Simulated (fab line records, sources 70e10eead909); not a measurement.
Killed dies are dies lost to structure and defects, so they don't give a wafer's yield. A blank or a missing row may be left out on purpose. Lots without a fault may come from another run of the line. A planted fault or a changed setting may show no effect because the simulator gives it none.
A struck lot beside a sound one | flow nand_harc | 15 steps out of a route of 1302
Sound: wafers L419.1, L419.2, L419.3. Struck: wafer L435.5. (L435.2, L435.3 of the same lot were not struck and are left out.) The cause comes at the end.
At each step with rows: each side's tool, then ch and its chambers, then its first start. Under that, the readings that differ: sound wafers | struck wafers | difference of the means | sigmas: that difference in standard deviations of wafers without a fault.
alike: readings whose means differ by less than 2 such deviations, and words and numbers that are the same on both sides. not compared: withheld readings, readings that some wafer has no value for, bounds like >300 that may hide the same value, and numbers for which the record gives no deviation and whose values overlap.
The two part at a step that has a row with sigmas, a row that says differs or no value, or rows on one side only. Numbers that don't overlap but have no deviation are shown without sigmas and don't part them. A reading that every wafer of one side lacks parts them only if that side has two wafers or more.

first, 8 steps without rows for these wafers: NHARC_A_CONTACT_COAT_86 (time 75 s); NHARC_A_CONTACT_COAT_87 (time 65 s); NHARC_A_CONTACT_COAT_02 (resist thk 90 nm); NHARC_A_CONTACT_SOFTBAKE_03 (time 55 s); NHARC_A_CONTACT_EBR_04; NHARC_A_CONTACT_EXPOSE_05 (exposes mask A CC); NHARC_A_CONTACT_PEB_06 (peb time 65 s); NHARC_A_CONTACT_DEVELOP_07 (develop time 35 s).
NHARC_A_CONTACT_CD_MEAS_08: target cd 200 nm.
  sound on cd_sem-03 ch 0, day 23 14:27; struck on cd_sem-02 ch 0, day 30 15:23
  reading    | sound             | struck | difference | sigmas
  cd_nm (nm) | 200.3 200.0 200.0 | 198.8  | -1.3       | -3
NHARC_A_CONTACT_OVL_MEAS_09:
  sound on overlay-02, day 23 14:32; struck on overlay-02, day 30 15:29
  reading           | sound       | struck | difference | sigmas
  overlay_y_nm (nm) | 0.1 0.7 0.3 | -1.6   | -2.0       | -2
  alike: overlay_x_nm
NHARC_A_CONTACT_INSPECT_10:
  sound on defect_inspect-02, day 23 14:34; struck on defect_inspect-01, day 30 15:31
  alike: raw_defect_count
NHARC_A_CONTACT_DESCUM_13: chemistry O2, time 3 s.
  sound on rie_diel-03 ch 1,2,3, day 23 14:38; struck on rie_diel-01 ch 2, day 30 15:49
  alike: drypump_motor_current_A, o2_flow_sccm, oes_product_au, rf_vpp_V, showerhead_plenum_p_Torr, throttle_valve_pct
  not compared: rf_hours_counter_h
NHARC_A_CONTACT_ETCH_88: etches the open film in CF4, target depth 39 nm, time 65 s.
  sound on rie_diel-03 ch 0,2,3, day 23 14:43; struck on rie_diel-01 ch 0, day 30 15:58
  reading          | sound          | struck | difference | sigmas
  run_length_s (s) | 86.4 85.7 86.4 | 68.5   | -17.7      | -40
  alike: drypump_motor_current_A, oes_product_au, rf_vpp_V, showerhead_plenum_p_Torr, throttle_valve_pct
  not compared: bias_w, rf_hours_counter_h
NHARC_A_CONTACT_ETCH_89: etches the open film in N2/H2, target depth 260 nm, time 475.3 s.
  sound on rie_diel-03 ch 0,1,3; struck on rie_diel-01 ch 0
  alike: bias_w, drypump_motor_current_A, oes_product_au, rf_vpp_V, run_length_s, showerhead_plenum_p_Torr, throttle_valve_pct
  not compared: rf_hours_counter_h
-- the record jumps here: 3 days lie between the struck wafers' starts before and after (it left off in module A_CONTACT and takes up again in module END, whose first step shown is number 1302 of the route) --
NHARC_END_SORT_01:
  the record has rows for the struck wafers here (prober-02 ch 0, day 33 07:56) and none for the sound ones

WHERE THEY PART
First at NHARC_A_CONTACT_CD_MEAS_08; last, within this record, at NHARC_END_SORT_01.

WHY: what the simulator had put in
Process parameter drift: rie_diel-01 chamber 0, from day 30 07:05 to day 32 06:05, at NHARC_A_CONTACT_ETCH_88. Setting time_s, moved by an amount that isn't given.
